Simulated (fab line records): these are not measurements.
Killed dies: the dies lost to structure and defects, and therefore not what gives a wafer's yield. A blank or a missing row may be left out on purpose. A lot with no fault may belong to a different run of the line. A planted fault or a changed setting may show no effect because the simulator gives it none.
Split-lot trial	flow n5_finfet	route with 1938 steps; 7 lots, 39 wafers read

## ON THE SPLIT
At N5_FIN_CUT_CUT_ETCH_15 (etches Si in HBr/Cl2/O2, target depth 100 nm, bt time 10 s, time 42.4 s), the setting target_depth_a was moved away from the recipe's 1000 angstrom on 9 of the 39 wafers read, by -6.9% to +7.7%. All remaining wafers had this setting at the recipe value.

The split's own step is where the reading is taken.

## THE READING
etch.depth_nm (the simulator's own value, which no gauge read), in nm, at N5_FIN_CUT_CUT_ETCH_15 (etches Si in HBr/Cl2/O2, target depth 100 nm, bt time 10 s, time 42.4 s). The file does not state a usual value for it. Here, 30 wafers ran the recipe; their average is 99.78 nm with a standard deviation of 0.89 nm.

wafer	tool, chamber at the split	target_depth_a as run, angstrom	against the recipe	etch.depth_nm, nm	against lot-mates on the recipe
L074.1	rie_si-02, 0	1000	recipe	100.1	-
L074.2	rie_si-02, 2	1000	recipe	99.57	-
L074.6	rie_si-02, 0	1000	recipe	99.01	-
L076.1	rie_si-03, 1	1000	recipe	99.28	-
L076.2	rie_si-03, 2	1000	recipe	98.27	-
L076.3	rie_si-03, 3	1000	recipe	100.2	-
L076.4	rie_si-03, 0	1000	recipe	98.39	-
L076.5	rie_si-03, 1	1000	recipe	99.34	-
L076.6	rie_si-03, 0	1000	recipe	99.03	-
L086.1	rie_si-04, 2	1000	recipe	99.25	-
L086.2	rie_si-04, 1	1000	recipe	99.83	-
L086.3	rie_si-04, 3	1000	recipe	101.1	-
L086.4	rie_si-04, 0	1000	recipe	99.14	-
L086.5	rie_si-04, 2	1000	recipe	98.19	-
L086.6	rie_si-04, 3	1000	recipe	100.2	-
L089.1	rie_si-03, 0	1000	recipe	99.86	-
L089.2	rie_si-03, 3	1000	recipe	101.7	-
L089.3	rie_si-03, 2	1000	recipe	99.54	-
L089.4	rie_si-03, 1	1000	recipe	101.3	-
L089.5	rie_si-03, 0	1000	recipe	100	-
L089.6	rie_si-03, 3	1000	recipe	101.2	-
L091.1	rie_si-02, 3	1077	+7.7%	110.1	+10.63
L091.2	rie_si-02, 2	1077	+7.7%	107.5	+8.03
L091.3	rie_si-02, 1	1000	recipe	99.33	-
L091.4	rie_si-02, 0	1077	+7.7%	107.2	+7.73
L091.5	rie_si-02, 1	1000	recipe	99.39	-
L091.6	rie_si-02, 2	1000	recipe	99.68	-
L094.1	rie_si-02, 2	1000	recipe	100	-
L094.2	rie_si-02, 1	1064	+6.4%	106.8	+6.13
L094.3	rie_si-02, 3	1000	recipe	101.5	-
L094.4	rie_si-02, 0	1064	+6.4%	105.7	+5.03
L094.5	rie_si-02, 1	1064	+6.4%	105.1	+4.43
L094.6	rie_si-02, 2	1000	recipe	100.5	-
L097.1	rie_si-03, 3	931.2	-6.9%	94.77	-4.72
L097.2	rie_si-03, 2	1000	recipe	99.51	-
L097.3	rie_si-03, 0	931.2	-6.9%	93.63	-5.86
L097.4	rie_si-03, 2	1000	recipe	99.41	-
L097.5	rie_si-03, 0	1000	recipe	99.55	-
L097.6	rie_si-03, 3	931.2	-6.9%	94.26	-5.23

FIT RESULTS
A straight line over all 39 wafers: etch.depth_nm changes by +0.958 nm for each +1% of target_depth_a; r = +0.96; the points scatter about the line by 1 nm.
The same after taking each lot's own level away (the mean of its wafers on the recipe; 39 wafers): +0.923 nm for each +1%; r = +0.96; scatter 0.95 nm.
On that fit, the largest move of target_depth_a shifts the reading by 7.1 nm.
Measured against the standard deviation above, the lots' own levels, which go from 99.085 to 100.667 nm, span 1.8 times it.
Hence the lot-to-lot level has little effect on the slope; both slopes agree.
Check: for one of the wafers moved furthest among these (+7.7%), held out of the fit, the line's prediction against its lot-mates is +6.69 nm. It came out at +10.6 nm against them.

## FURTHER SPLITS ON THESE WAFERS
These wafers also went through other splits before the reading. Each is held against what the fit with the lots' levels taken away leaves over:
other split on the same wafers	wafers away from the commonest value	r with etch.depth_nm (lot level and that fit taken away)
N5_WELL_APT_EXPOSE_05 dose_mj	15	+0.02
N5_FIN_CUT_CUT_ETCH_26 time_s	15	-0.15

## THE WHOLE CHAIN: every reading that the file lists as answering this split, in the file's order
step	what it does	reading	change (the file's fit)	r (the file's)
N5_FIN_CUT_CUT_ETCH_15	etches Si in HBr/Cl2/O2, target depth 100 nm, bt time 10 s, time 42.4 s	FIN_CUT.feature_depth_nm (the simulator's own value, which no gauge read)	+0.943 nm for each +1% of the setting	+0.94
N5_FIN_CUT_CUT_ETCH_15	etches Si in HBr/Cl2/O2, target depth 100 nm, bt time 10 s, time 42.4 s	etch.depth_nm (the simulator's own value, which no gauge read)	+0.932 nm for each +1% of the setting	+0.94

## FILE'S OWN FIT
etch.depth_nm changes by +0.932 nm for each +1% of target_depth_a, r = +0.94.
